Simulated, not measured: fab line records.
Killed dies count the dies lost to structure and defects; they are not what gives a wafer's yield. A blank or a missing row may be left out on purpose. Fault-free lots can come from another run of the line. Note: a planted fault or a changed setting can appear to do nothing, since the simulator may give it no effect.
Split-lot experiment ; flow n5 finfet ; 7 lots, 39 wafers read, on a route of 1938 steps

== SPLIT DETAILS ==
At N5_FIN_SAQP_SPACER2_ALD_28 (deposits SiO2, target thk 8.1 nm, pulse time 1 s, purge time 2 s), the setting target thk a was moved away from the recipe's 81 angstrom on 9 of the 39 wafers read, by -4.6% to +9.8%. This setting was run at the recipe's value on the other wafers.

== FROM THE SPLIT TO THE READING: what the file shows between them, 5 steps ==
- N5_FIN_SAQP_SPACER2_ETCHBACK_29: etches SiO2 in CHF3/O2, target depth 12.2 nm, time 6.1 s
- N5_FIN_SAQP_MANDREL2_REMOVE_60: chemistry HBr/Cl2/O2, target a-Si, stops on SiNx, bt time 10 s
- N5_FIN_SAQP_HM_OPEN_33: chemistry CH3F/O2, target SiNx, target depth 49.4 nm, time 70.6 s
- N5_FIN_SAQP_ETCH_34: etches SiO2 in C4F6/O2, target depth 45 nm, time 15 s
- N5_FIN_SAQP_STRIP_77: strips in N2/H2, time 90 s

== THE READING ==
FIN_SAQP.cd nm (the simulator's own value, which no gauge read), in nm, at N5_FIN_SAQP_ETCH_64 (etches SiO2 in CF4, target depth 1.5 nm). The file does not state a usual value for it. The 30 wafers here that ran the recipe average 8.2 nm, standard deviation 0.19 nm.

wafer;tool, chamber at the split;target thk a as run, angstrom;against the recipe;FIN_SAQP.cd nm, nm;against lot-mates on the recipe
L076.1;ald sin-02, 1,3,0,0;81;recipe;8;-
L076.2;ald sin-02, 1,3,0,0;81;recipe;8;-
L076.5;ald sin-02, 1,3,0,0;81;recipe;8;-
L076.3;ald sin-02, 1,3,0,0;81;recipe;8.2;-
L076.4;ald sin-02, 2,3;81;recipe;7.8;-
L076.6;ald sin-02, 2,3;81;recipe;7.8;-
L078.1;ald sin-02, 1,0,2;81;recipe;8;-
L078.2;ald sin-02, 2,3;88.96;+9.8%;8.8;+0.7
L078.5;ald sin-02, 1;88.96;+9.8%;8.8;+0.7
L078.3;ald sin-02, 1,0,2;81;recipe;8.2;-
L078.6;ald sin-02, 1,0,2;81;recipe;8.2;-
L078.4;ald sin-02, 2,3;88.96;+9.8%;9;+0.9
L081.1;ald sin-03, 1,0,2;81;recipe;8.4;-
L081.2;ald sin-03, 3,2,1;81;recipe;8.4;-
L081.4;ald sin-03, 1,0,2;81;recipe;8.4;-
L081.6;ald sin-03, 3,2,1;81;recipe;8.4;-
L081.3;ald sin-03, 3,2,1;81;recipe;8.2;-
L081.5;ald sin-03, 1,0,2;81;recipe;8.6;-
L084.1;ald sin-03, 1,3,1;81;recipe;8.2;-
L084.3;ald sin-03, 1,3,1;81;recipe;8.2;-
L084.5;ald sin-03, 1,3,1;81;recipe;7.8;-
L090.1;ald sin-02, 2,3,3;77.29;-4.6%;8;-0.2
L090.2;ald sin-02, 2,3,3;77.29;-4.6%;7.8;-0.4
L090.5;ald sin-02, 2,3,3;77.29;-4.6%;7.8;-0.4
L090.3;ald sin-02, 0,1;81;recipe;8.2;-
L090.4;ald sin-02, 0,1;81;recipe;8.2;-
L090.6;ald sin-02, 2;81;recipe;8.2;-
L094.1;ald sin-02, 0,3,1;81;recipe;8.4;-
L094.2;ald sin-02, 2,1;88.08;+8.7%;9;+0.8
L094.3;ald sin-02, 2,1;88.08;+8.7%;9.2;+1.0
L094.4;ald sin-02, 0,3,1;81;recipe;8;-
L094.5;ald sin-02, 0;88.08;+8.7%;9.4;+1.2
L094.6;ald sin-02, 0,3,1;81;recipe;8.2;-
L097.1;ald sin-03, 2,3,1,2,1,3;81;recipe;8.2;-
L097.2;ald sin-03, 2,3,1,2,1,3;81;recipe;8.2;-
L097.3;ald sin-03, 2,3,1,2,1,3;81;recipe;8.2;-
L097.5;ald sin-03, 2,3,1,2,1,3;81;recipe;8.2;-
L097.4;ald sin-03, 2,3,1,2,1,3;81;recipe;8.4;-
L097.6;ald sin-03, 2,3,1,2,1,3;81;recipe;8.4;-
If several chambers appear in one row, that row covers several wafers at once and the file leaves open which wafer was in which chamber.

THE FIT
A straight line over all 39 wafers: FIN_SAQP.cd nm changes by +0.0868 nm for each +1% of target thk a; r = +0.85; the points scatter about the line by 0.2 nm.
The same after taking each lot's own level away (the mean of its wafers on the recipe; 39 wafers): +0.0893 nm for each +1%; r = +0.92; scatter 0.15 nm.
On that fit, the largest move of target thk a shifts the reading by 0.88 nm.
Across the lots, their own levels run from 7.97 to 8.40 nm, a range of 2.2 times the standard deviation given above.
So the lot-to-lot level changes the slope little: the two slopes agree.
Check: for one of the wafers moved furthest among these (+9.8%), held out of the fit, the line's prediction against its lot-mates is +0.934 nm. It came out at +0.667 nm against them.

== THE WHOLE CHAIN: every reading that the file lists as answering this split, in the file's order ==
step;what it does;reading;change (the file's fit);r (the file's)
N5_FIN_SAQP_SPACER2_ALD_28;deposits SiO2, target thk 8.1 nm, pulse time 1 s, purge time 2 s;SiO2_of_FIN_SAQP_SPACER2_ALD_28.thk nm (the simulator's own value, which no gauge read);+0.0751 nm for each +1% of the setting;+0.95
N5_FIN_SAQP_MANDREL2_REMOVE_60;chemistry HBr/Cl2/O2, target a-Si, stops on SiNx, bt time 10 s;FIN_SAQP.cd nm (the simulator's own value, which no gauge read);+0.08 nm for each +1% of the setting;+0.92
N5_FIN_SAQP_HM_OPEN_33;chemistry CH3F/O2, target SiNx, target depth 49.4 nm, time 70.6 s;FIN_SAQP.cd nm (the simulator's own value, which no gauge read);+0.0841 nm for each +1% of the setting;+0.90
N5_FIN_SAQP_ETCH_64;etches SiO2 in CF4, target depth 1.5 nm;FIN_SAQP.cd nm (the simulator's own value, which no gauge read);+0.0901 nm for each +1% of the setting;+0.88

== THE FILE'S OWN FIT ==
FIN_SAQP.cd nm changes by +0.0901 nm for each +1% of target thk a, r = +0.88.
